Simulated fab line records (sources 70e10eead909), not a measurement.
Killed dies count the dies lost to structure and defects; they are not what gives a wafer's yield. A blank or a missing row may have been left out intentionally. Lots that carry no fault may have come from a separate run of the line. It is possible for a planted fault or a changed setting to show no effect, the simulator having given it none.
What tool caused it? / flow nand-harc / 72 wafers from 24 lots sampled at 5 of the route's 1302 steps

== WHAT EACH GAUGE READ, for each wafer ==
NHARC_A_ONON_D2_THK_MEAS_14: measures by ellipsometry.
lot=L074; measured=day 12 19:07; on=film-metro-01; thk-nm (nm)=1016 1016 1017
lot=L075; measured=day 12 20:53; on=film-metro-01; thk-nm (nm)=1006 1007 1004
lot=L076; measured=day 13 03:56; on=film-metro-01; thk-nm (nm)=1003 1003 1003
lot=L077; measured=day 13 19:00; on=film-metro-01; thk-nm (nm)=986 986 987
lot=L078; measured=day 14 06:11; on=film-metro-01; thk-nm (nm)=974 974 973
lot=L079; measured=day 14 05:59; on=film-metro-01; thk-nm (nm)=992 991 993
lot=L080; measured=day 15 15:57; on=film-metro-01; thk-nm (nm)=994 995 994
lot=L082; measured=day 15 15:56; on=film-metro-02; thk-nm (nm)=991 992 993
lot=L081; measured=day 15 21:55; on=film-metro-01; thk-nm (nm)=1015 1016 1016
lot=L083; measured=day 16 20:58; on=film-metro-01; thk-nm (nm)=988 986 988
lot=L084; measured=day 17 04:38; on=film-metro-01; thk-nm (nm)=997 999 998
lot=L085; measured=day 17 04:37; on=film-metro-02; thk-nm (nm)=1012 1012 1012
lot=L086; measured=day 18 05:19; on=film-metro-01; thk-nm (nm)=1014 1011 1013
lot=L087; measured=day 18 19:34; on=film-metro-02; thk-nm (nm)=998 1000 1001
lot=L088; measured=day 18 19:32; on=film-metro-01; thk-nm (nm)=1017 1016 1016
lot=L089; measured=day 19 07:00; on=film-metro-01; thk-nm (nm)=993 996 997
lot=L090; measured=day 19 06:50; on=film-metro-01; thk-nm (nm)=1004 1004 1004
lot=L091; measured=day 19 09:26; on=film-metro-01; thk-nm (nm)=997 997 994
lot=L092; measured=day 19 18:11; on=film-metro-02; thk-nm (nm)=996 995 994
lot=L093; measured=day 20 22:49; on=film-metro-01; thk-nm (nm)=1001 1000 1000
lot=L094; measured=day 20 22:50; on=film-metro-02; thk-nm (nm)=1006 1004 1004
lot=L095; measured=day 20 22:55; on=film-metro-01; thk-nm (nm)=993 994 994
lot=L096; measured=day 21 17:56; on=film-metro-02; thk-nm (nm)=986 986 986
lot=L097; measured=day 22 07:17; on=film-metro-02; thk-nm (nm)=1000 1002 1003

NHARC_A_CHANNEL_HOLE_D2_INSPECT_12.
lot=L074; measured=day 13 15:38; on=defect-inspect-01; raw-defect-count=9 5 9
lot=L075; measured=day 13 15:29; on=defect-inspect-01; raw-defect-count=50 60 51
lot=L076; measured=day 13 21:40; on=defect-inspect-01; raw-defect-count=58 65 70
lot=L077; measured=day 14 08:34; on=defect-inspect-02; raw-defect-count=54 62 58
lot=L078; measured=day 15 02:13; on=defect-inspect-01; raw-defect-count=4 4 11
lot=L079; measured=day 15 02:22; on=defect-inspect-02; raw-defect-count=51 63 67
lot=L080; measured=day 16 05:32; on=defect-inspect-02; raw-defect-count=9 14 7
lot=L082; measured=day 16 05:13; on=defect-inspect-02; raw-defect-count=3 13 9
lot=L081; measured=day 16 19:35; on=defect-inspect-02; raw-defect-count=55 55 81
lot=L083; measured=day 17 10:26; on=defect-inspect-01; raw-defect-count=9 14 10
lot=L084; measured=day 17 20:17; on=defect-inspect-01; raw-defect-count=14 11 8
lot=L085; measured=day 17 19:44; on=defect-inspect-02; raw-defect-count=60 66 63
lot=L086; measured=day 18 18:56; on=defect-inspect-01; raw-defect-count=7 6 11
lot=L087; measured=day 19 10:14; on=defect-inspect-02; raw-defect-count=57 54 50
lot=L088; measured=day 19 09:38; on=defect-inspect-02; raw-defect-count=18 8 18
lot=L089; measured=day 19 20:55; on=defect-inspect-02; raw-defect-count=62 71 59
lot=L090; measured=day 19 21:32; on=defect-inspect-01; raw-defect-count=28 17 20
lot=L091; measured=day 19 21:04; on=defect-inspect-02; raw-defect-count=56 67 74
lot=L092; measured=day 20 09:20; on=defect-inspect-01; raw-defect-count=19 15 17
lot=L093; measured=day 21 18:00; on=defect-inspect-02; raw-defect-count=24 22 21
lot=L094; measured=day 21 16:07; on=defect-inspect-02; raw-defect-count=13 25 15
lot=L095; measured=day 21 17:36; on=defect-inspect-02; raw-defect-count=16 29 26
lot=L096; measured=day 22 07:23; on=defect-inspect-01; raw-defect-count=37 19 24
lot=L097; measured=day 22 20:54; on=defect-inspect-02; raw-defect-count=23 28 27

== WHAT TOOL EACH LOT RAN ON (gives the tool, then ch and the chambers of the sampled wafers, and finally the start) ==
lot=L074; NHARC_A_CHANNEL_HOLE_D1_STRIP_27=rie-diel-02 ch 0,2,3, day 12 15:34 or earlier; NHARC_A_DECK1_JOINT_CMP_02=cmp-02 ch 0,2,3, day 12 15:34; NHARC_A_CHANNEL_HOLE_D2_DEP_01=pecvd-04 ch 0,1,2, day 13 14:42
lot=L075; NHARC_A_CHANNEL_HOLE_D1_STRIP_27=rie-diel-02 ch 0,1,2, day 12 17:25 or earlier; NHARC_A_DECK1_JOINT_CMP_02=cmp-02 ch 0,1,2, day 12 17:25; NHARC_A_CHANNEL_HOLE_D2_DEP_01=pecvd-03 ch 1,2, day 13 14:42
lot=L076; NHARC_A_CHANNEL_HOLE_D1_STRIP_27=rie-diel-11 ch 0,1,3, day 13 00:23 or earlier; NHARC_A_DECK1_JOINT_CMP_02=cmp-04 ch 0,1,2, day 13 00:23; NHARC_A_CHANNEL_HOLE_D2_DEP_01=pecvd-04 ch 0,1,2, day 13 20:56
lot=L077; NHARC_A_CHANNEL_HOLE_D1_STRIP_27=rie-diel-11 ch 1,2,3, day 13 15:28 or earlier; NHARC_A_DECK1_JOINT_CMP_02=cmp-01 ch 0,2,3, day 13 15:28; NHARC_A_CHANNEL_HOLE_D2_DEP_01=pecvd-04 ch 0,1,2, day 14 07:50
lot=L078; NHARC_A_CHANNEL_HOLE_D1_STRIP_27=rie-diel-11 ch 1,2,3, day 14 02:20 or earlier; NHARC_A_DECK1_JOINT_CMP_02=cmp-01 ch 0,1, day 14 02:20; NHARC_A_CHANNEL_HOLE_D2_DEP_01=pecvd-01 ch 0,1, day 15 01:23
lot=L079; NHARC_A_CHANNEL_HOLE_D1_STRIP_27=rie-diel-13 ch 0,2, day 14 02:22 or earlier; NHARC_A_DECK1_JOINT_CMP_02=cmp-02 ch 0,1, day 14 02:22; NHARC_A_CHANNEL_HOLE_D2_DEP_01=pecvd-03 ch 0,1,2, day 15 01:26
lot=L080; NHARC_A_CHANNEL_HOLE_D1_STRIP_27=rie-diel-13 ch 0,1, day 15 12:26 or earlier; NHARC_A_DECK1_JOINT_CMP_02=cmp-04 ch 0,1,3, day 15 12:26; NHARC_A_CHANNEL_HOLE_D2_DEP_01=pecvd-04 ch 0,1,2, day 16 04:43
lot=L082; NHARC_A_CHANNEL_HOLE_D1_STRIP_27=rie-diel-13 ch 0,3, day 15 12:23 or earlier; NHARC_A_DECK1_JOINT_CMP_02=cmp-02 ch 0,3, day 15 12:23; NHARC_A_CHANNEL_HOLE_D2_DEP_01=pecvd-03 ch 0,1,2, day 16 04:32
lot=L081; NHARC_A_CHANNEL_HOLE_D1_STRIP_27=rie-diel-02 ch 1,2,3, day 15 18:23 or earlier; NHARC_A_DECK1_JOINT_CMP_02=cmp-04 ch 0,1,3, day 15 18:23; NHARC_A_CHANNEL_HOLE_D2_DEP_01=pecvd-04 ch 1,2, day 16 18:52
lot=L083; NHARC_A_CHANNEL_HOLE_D1_STRIP_27=rie-diel-02 ch 0,2,3, day 16 17:23 or earlier; NHARC_A_DECK1_JOINT_CMP_02=cmp-02 ch 1,2,3, day 16 17:23; NHARC_A_CHANNEL_HOLE_D2_DEP_01=pecvd-01 ch 0,2, day 17 09:38
lot=L084; NHARC_A_CHANNEL_HOLE_D1_STRIP_27=rie-diel-02 ch 0,1, day 17 01:04 or earlier; NHARC_A_DECK1_JOINT_CMP_02=cmp-02 ch 1,2, day 17 01:04; NHARC_A_CHANNEL_HOLE_D2_DEP_01=pecvd-04 ch 0,1,2, day 17 19:26
lot=L085; NHARC_A_CHANNEL_HOLE_D1_STRIP_27=rie-diel-02 ch 0,2, day 17 01:04 or earlier; NHARC_A_DECK1_JOINT_CMP_02=cmp-01 ch 0,2,3, day 17 01:04; NHARC_A_CHANNEL_HOLE_D2_DEP_01=pecvd-01 ch 0,1, day 17 18:53
lot=L086; NHARC_A_CHANNEL_HOLE_D1_STRIP_27=rie-diel-02 ch 1,2, day 18 01:47 or earlier; NHARC_A_DECK1_JOINT_CMP_02=cmp-04 ch 0,1,3, day 18 01:47; NHARC_A_CHANNEL_HOLE_D2_DEP_01=pecvd-01 ch 0,1, day 18 18:06
lot=L087; NHARC_A_CHANNEL_HOLE_D1_STRIP_27=rie-diel-02 ch 0,2,3, day 18 16:00 or earlier; NHARC_A_DECK1_JOINT_CMP_02=cmp-01 ch 0,1,2, day 18 16:00; NHARC_A_CHANNEL_HOLE_D2_DEP_01=pecvd-03 ch 0,1, day 19 09:18
lot=L088; NHARC_A_CHANNEL_HOLE_D1_STRIP_27=rie-diel-13 ch 0,1,3, day 18 16:00 or earlier; NHARC_A_DECK1_JOINT_CMP_02=cmp-04 ch 1,2,3, day 18 16:00; NHARC_A_CHANNEL_HOLE_D2_DEP_01=pecvd-04 ch 0,1,2, day 19 08:47
lot=L089; NHARC_A_CHANNEL_HOLE_D1_STRIP_27=rie-diel-02 ch 0,3, day 19 03:22 or earlier; NHARC_A_DECK1_JOINT_CMP_02=cmp-01 ch 0,1,2, day 19 03:22; NHARC_A_CHANNEL_HOLE_D2_DEP_01=pecvd-03 ch 0,1,2, day 19 20:04
lot=L090; NHARC_A_CHANNEL_HOLE_D1_STRIP_27=rie-diel-13 ch 0,2,3, day 19 03:17 or earlier; NHARC_A_DECK1_JOINT_CMP_02=cmp-02 ch 0,1,2, day 19 03:17; NHARC_A_CHANNEL_HOLE_D2_DEP_01=pecvd-03 ch 0,1,2, day 19 20:42
lot=L091; NHARC_A_CHANNEL_HOLE_D1_STRIP_27=rie-diel-02 ch 2,3, day 19 05:53 or earlier; NHARC_A_DECK1_JOINT_CMP_02=cmp-02 ch 1,2,3, day 19 05:53; NHARC_A_CHANNEL_HOLE_D2_DEP_01=pecvd-01 ch 0,1,2, day 19 20:11
lot=L092; NHARC_A_CHANNEL_HOLE_D1_STRIP_27=rie-diel-02 ch 0,1,2, day 19 14:38 or earlier; NHARC_A_DECK1_JOINT_CMP_02=cmp-04 ch 1,2,3, day 19 14:38; NHARC_A_CHANNEL_HOLE_D2_DEP_01=pecvd-04 ch 0,1, day 20 08:37
lot=L093; NHARC_A_CHANNEL_HOLE_D1_STRIP_27=rie-diel-13 ch 1,2,3, day 20 19:18 or earlier; NHARC_A_DECK1_JOINT_CMP_02=cmp-04 ch 0,2, day 20 19:18; NHARC_A_CHANNEL_HOLE_D2_DEP_01=pecvd-03 ch 0,1, day 21 17:11
lot=L094; NHARC_A_CHANNEL_HOLE_D1_STRIP_27=rie-diel-13 ch 0,2,3, day 20 19:19 or earlier; NHARC_A_DECK1_JOINT_CMP_02=cmp-02 ch 0,1,2, day 20 19:19; NHARC_A_CHANNEL_HOLE_D2_DEP_01=pecvd-03 ch 0,2, day 21 15:17
lot=L095; NHARC_A_CHANNEL_HOLE_D1_STRIP_27=rie-diel-11 ch 0,2,3, day 20 19:18 or earlier; NHARC_A_DECK1_JOINT_CMP_02=cmp-01 ch 0,2,3, day 20 19:18; NHARC_A_CHANNEL_HOLE_D2_DEP_01=pecvd-03 ch 0,1,2, day 21 16:46
lot=L096; NHARC_A_CHANNEL_HOLE_D1_STRIP_27=rie-diel-13 ch 2,3, day 21 14:22 or earlier; NHARC_A_DECK1_JOINT_CMP_02=cmp-02 ch 0,2,3, day 21 14:22; NHARC_A_CHANNEL_HOLE_D2_DEP_01=pecvd-03 ch 1,2, day 22 06:44
lot=L097; NHARC_A_CHANNEL_HOLE_D1_STRIP_27=rie-diel-13 ch 0,1,2, day 22 03:46 or earlier; NHARC_A_DECK1_JOINT_CMP_02=cmp-02 ch 1,2,3, day 22 03:46; NHARC_A_CHANNEL_HOLE_D2_DEP_01=pecvd-04 ch 0,1,2, day 22 20:05
- NHARC_A_CHANNEL_HOLE_D1_STRIP_27: strips in O2.
- NHARC_A_DECK1_JOINT_CMP_02: polishes SiOx.
- NHARC_A_CHANNEL_HOLE_D2_DEP_01: deposits SiON, target thk 140 nm.

== AS READ BY THE TOOLS THEMSELVES (means over the sampled wafers that have a number; for cases with no such wafer, the mark the record gives instead) ==
NHARC_A_CHANNEL_HOLE_D1_STRIP_27.
lot=L074; tool=rie-diel-02; drypump-motor-current-A (A)=5.7; oes-product-au (a.u.)=0.994; rf-vpp-V (V)=57.2; showerhead-plenum-p-Torr (Torr)=3.49; throttle-valve-pct (%)=17.036
lot=L075; tool=rie-diel-02; drypump-motor-current-A (A)=5.8; oes-product-au (a.u.)=0.991; rf-vpp-V (V)=57.5; showerhead-plenum-p-Torr (Torr)=3.46; throttle-valve-pct (%)=17.032
lot=L076; tool=rie-diel-11; drypump-motor-current-A (A)=6.2; oes-product-au (a.u.)=0.995; rf-vpp-V (V)=57.1; showerhead-plenum-p-Torr (Torr)=3.48; throttle-valve-pct (%)=17.040
lot=L077; tool=rie-diel-11; drypump-motor-current-A (A)=6.3; oes-product-au (a.u.)=0.993; rf-vpp-V (V)=58.3; showerhead-plenum-p-Torr (Torr)=3.53; throttle-valve-pct (%)=17.036
lot=L078; tool=rie-diel-11; drypump-motor-current-A (A)=6.3; oes-product-au (a.u.)=0.988; rf-vpp-V (V)=57.5; showerhead-plenum-p-Torr (Torr)=3.53; throttle-valve-pct (%)=17.042
lot=L079; tool=rie-diel-13; drypump-motor-current-A (A)=5.7; oes-product-au (a.u.)=1.003; rf-vpp-V (V)=57.6; showerhead-plenum-p-Torr (Torr)=3.36; throttle-valve-pct (%)=17.042
lot=L080; tool=rie-diel-13; drypump-motor-current-A (A)=5.6; oes-product-au (a.u.)=1.003; rf-vpp-V (V)=57.3; showerhead-plenum-p-Torr (Torr)=3.47; throttle-valve-pct (%)=17.037
lot=L082; tool=rie-diel-13; drypump-motor-current-A (A)=5.4; oes-product-au (a.u.)=0.995; rf-vpp-V (V)=57.6; showerhead-plenum-p-Torr (Torr)=3.55; throttle-valve-pct (%)=17.038
lot=L081; tool=rie-diel-02; drypump-motor-current-A (A)=5.5; oes-product-au (a.u.)=1.002; rf-vpp-V (V)=56.8; showerhead-plenum-p-Torr (Torr)=3.59; throttle-valve-pct (%)=17.033
lot=L083; tool=rie-diel-02; drypump-motor-current-A (A)=5.7; oes-product-au (a.u.)=0.995; rf-vpp-V (V)=57.5; showerhead-plenum-p-Torr (Torr)=3.49; throttle-valve-pct (%)=17.037
lot=L084; tool=rie-diel-02; drypump-motor-current-A (A)=6.0; oes-product-au (a.u.)=1.004; rf-vpp-V (V)=57.2; showerhead-plenum-p-Torr (Torr)=3.42; throttle-valve-pct (%)=17.034
lot=L085; tool=rie-diel-02; drypump-motor-current-A (A)=5.7; oes-product-au (a.u.)=0.998; rf-vpp-V (V)=57.3; showerhead-plenum-p-Torr (Torr)=3.37; throttle-valve-pct (%)=17.028
lot=L086; tool=rie-diel-02; drypump-motor-current-A (A)=5.5; oes-product-au (a.u.)=0.999; rf-vpp-V (V)=57.5; showerhead-plenum-p-Torr (Torr)=3.48; throttle-valve-pct (%)=17.038
lot=L087; tool=rie-diel-02; drypump-motor-current-A (A)=5.7; oes-product-au (a.u.)=1.006; rf-vpp-V (V)=57.5; showerhead-plenum-p-Torr (Torr)=3.49; throttle-valve-pct (%)=17.039
lot=L088; tool=rie-diel-13; drypump-motor-current-A (A)=5.8; oes-product-au (a.u.)=1.003; rf-vpp-V (V)=57.0; showerhead-plenum-p-Torr (Torr)=3.47; throttle-valve-pct (%)=17.043
lot=L089; tool=rie-diel-02; drypump-motor-current-A (A)=5.9; oes-product-au (a.u.)=1.001; rf-vpp-V (V)=58.7; showerhead-plenum-p-Torr (Torr)=3.46; throttle-valve-pct (%)=17.031
lot=L090; tool=rie-diel-13; drypump-motor-current-A (A)=5.7; oes-product-au (a.u.)=0.995; rf-vpp-V (V)=57.7; showerhead-plenum-p-Torr (Torr)=3.63; throttle-valve-pct (%)=17.032
lot=L091; tool=rie-diel-02; drypump-motor-current-A (A)=5.4; oes-product-au (a.u.)=0.994; rf-vpp-V (V)=57.7; showerhead-plenum-p-Torr (Torr)=3.62; throttle-valve-pct (%)=17.033
lot=L092; tool=rie-diel-02; drypump-motor-current-A (A)=5.7; oes-product-au (a.u.)=1.003; rf-vpp-V (V)=57.7; showerhead-plenum-p-Torr (Torr)=3.45; throttle-valve-pct (%)=17.030
lot=L093; tool=rie-diel-13; drypump-motor-current-A (A)=6.2; oes-product-au (a.u.)=0.997; rf-vpp-V (V)=57.9; showerhead-plenum-p-Torr (Torr)=3.57; throttle-valve-pct (%)=17.042
lot=L094; tool=rie-diel-13; drypump-motor-current-A (A)=5.6; oes-product-au (a.u.)=0.988; rf-vpp-V (V)=58.6; showerhead-plenum-p-Torr (Torr)=3.63; throttle-valve-pct (%)=17.037
lot=L095; tool=rie-diel-11; drypump-motor-current-A (A)=6.3; oes-product-au (a.u.)=0.996; rf-vpp-V (V)=58.0; showerhead-plenum-p-Torr (Torr)=3.45; throttle-valve-pct (%)=17.037
lot=L096; tool=rie-diel-13; drypump-motor-current-A (A)=5.9; oes-product-au (a.u.)=1.007; rf-vpp-V (V)=58.5; showerhead-plenum-p-Torr (Torr)=3.72; throttle-valve-pct (%)=17.037
lot=L097; tool=rie-diel-13; drypump-motor-current-A (A)=5.9; oes-product-au (a.u.)=0.997; rf-vpp-V (V)=58.2; showerhead-plenum-p-Torr (Torr)=3.54; throttle-valve-pct (%)=17.036

NHARC_A_DECK1_JOINT_CMP_02.
lot=L074; tool=cmp-02; motor-current-A (A)=11.8
lot=L075; tool=cmp-02; motor-current-A (A)=12.2
lot=L076; tool=cmp-04; motor-current-A (A)=11.9
lot=L077; tool=cmp-01; motor-current-A (A)=10.6
lot=L078; tool=cmp-01; motor-current-A (A)=10.1
lot=L079; tool=cmp-02; motor-current-A (A)=12.1
lot=L080; tool=cmp-04; motor-current-A (A)=11.5
lot=L082; tool=cmp-02; motor-current-A (A)=12.1
lot=L081; tool=cmp-04; motor-current-A (A)=11.1
lot=L083; tool=cmp-02; motor-current-A (A)=11.8
lot=L084; tool=cmp-02; motor-current-A (A)=11.9
lot=L085; tool=cmp-01; motor-current-A (A)=10.5
lot=L086; tool=cmp-04; motor-current-A (A)=11.5
lot=L087; tool=cmp-01; motor-current-A (A)=10.4
lot=L088; tool=cmp-04; motor-current-A (A)=12.1
lot=L089; tool=cmp-01; motor-current-A (A)=10.6
lot=L090; tool=cmp-02; motor-current-A (A)=12.0
lot=L091; tool=cmp-02; motor-current-A (A)=11.3
lot=L092; tool=cmp-04; motor-current-A (A)=12.1
lot=L093; tool=cmp-04; motor-current-A (A)=12.0
lot=L094; tool=cmp-02; motor-current-A (A)=12.0
lot=L095; tool=cmp-01; motor-current-A (A)=10.4
lot=L096; tool=cmp-02; motor-current-A (A)=11.7
lot=L097; tool=cmp-02; motor-current-A (A)=11.4

NHARC_A_CHANNEL_HOLE_D2_DEP_01.
lot=L074; tool=pecvd-04; heater-power-w (W)=725; rf-fwd-power-W (W)=349.2
lot=L075; tool=pecvd-03; heater-power-w (W)=720; rf-fwd-power-W (W)=347.9
lot=L076; tool=pecvd-04; heater-power-w (W)=727; rf-fwd-power-W (W)=349.3
lot=L077; tool=pecvd-04; heater-power-w (W)=699; rf-fwd-power-W (W)=349.0
lot=L078; tool=pecvd-01; heater-power-w (W)=785; rf-fwd-power-W (W)=348.2
lot=L079; tool=pecvd-03; heater-power-w (W)=698; rf-fwd-power-W (W)=348.3
lot=L080; tool=pecvd-04; heater-power-w (W)=707; rf-fwd-power-W (W)=349.0
lot=L082; tool=pecvd-03; heater-power-w (W)=693; rf-fwd-power-W (W)=349.0
lot=L081; tool=pecvd-04; heater-power-w (W)=722; rf-fwd-power-W (W)=348.8
lot=L083; tool=pecvd-01; heater-power-w (W)=722; rf-fwd-power-W (W)=348.9
lot=L084; tool=pecvd-04; heater-power-w (W)=747; rf-fwd-power-W (W)=348.0
lot=L085; tool=pecvd-01; heater-power-w (W)=771; rf-fwd-power-W (W)=347.6
lot=L086; tool=pecvd-01; heater-power-w (W)=842; rf-fwd-power-W (W)=348.8
lot=L087; tool=pecvd-03; heater-power-w (W)=675; rf-fwd-power-W (W)=348.9
lot=L088; tool=pecvd-04; heater-power-w (W)=716; rf-fwd-power-W (W)=349.1
lot=L089; tool=pecvd-03; heater-power-w (W)=685; rf-fwd-power-W (W)=348.6
lot=L090; tool=pecvd-03; heater-power-w (W)=675; rf-fwd-power-W (W)=348.5
lot=L091; tool=pecvd-01; heater-power-w (W)=748; rf-fwd-power-W (W)=349.1
lot=L092; tool=pecvd-04; heater-power-w (W)=668; rf-fwd-power-W (W)=348.0
lot=L093; tool=pecvd-03; heater-power-w (W)=717; rf-fwd-power-W (W)=348.4
lot=L094; tool=pecvd-03; heater-power-w (W)=635; rf-fwd-power-W (W)=348.8
lot=L095; tool=pecvd-03; heater-power-w (W)=703; rf-fwd-power-W (W)=348.0
lot=L096; tool=pecvd-03; heater-power-w (W)=713; rf-fwd-power-W (W)=348.7
lot=L097; tool=pecvd-04; heater-power-w (W)=742; rf-fwd-power-W (W)=347.5

== THE ANSWER, worked out from the rows above alone ==
Rule: the usual values come from the lots themselves. The widest of any qualifying gaps counts: lots, ordered by their means at a reading, are off when they make up no more than a third of the lots, leave a main group of 4 or more, and stand apart from it by 3 or more times the standard deviation of that group's means. Not used: any main group whose means are identical at the precision the tables above print for the reading. Also off: a lot with no number at a reading for which 4 or more lots have one. All remaining lots with rows at the step are treated as sound. After the gauges, taken in route order, come the tools' own readings; for these a lot's mean is taken, as printed above. The first step at which some lot is off is used, and at that step the reading that is off furthest; a lot without a number counts as furthest.
No lot is off on any of the readings shown, so nothing can be concluded from this.

== WHAT THE SIMULATOR HAD PUT IN ==
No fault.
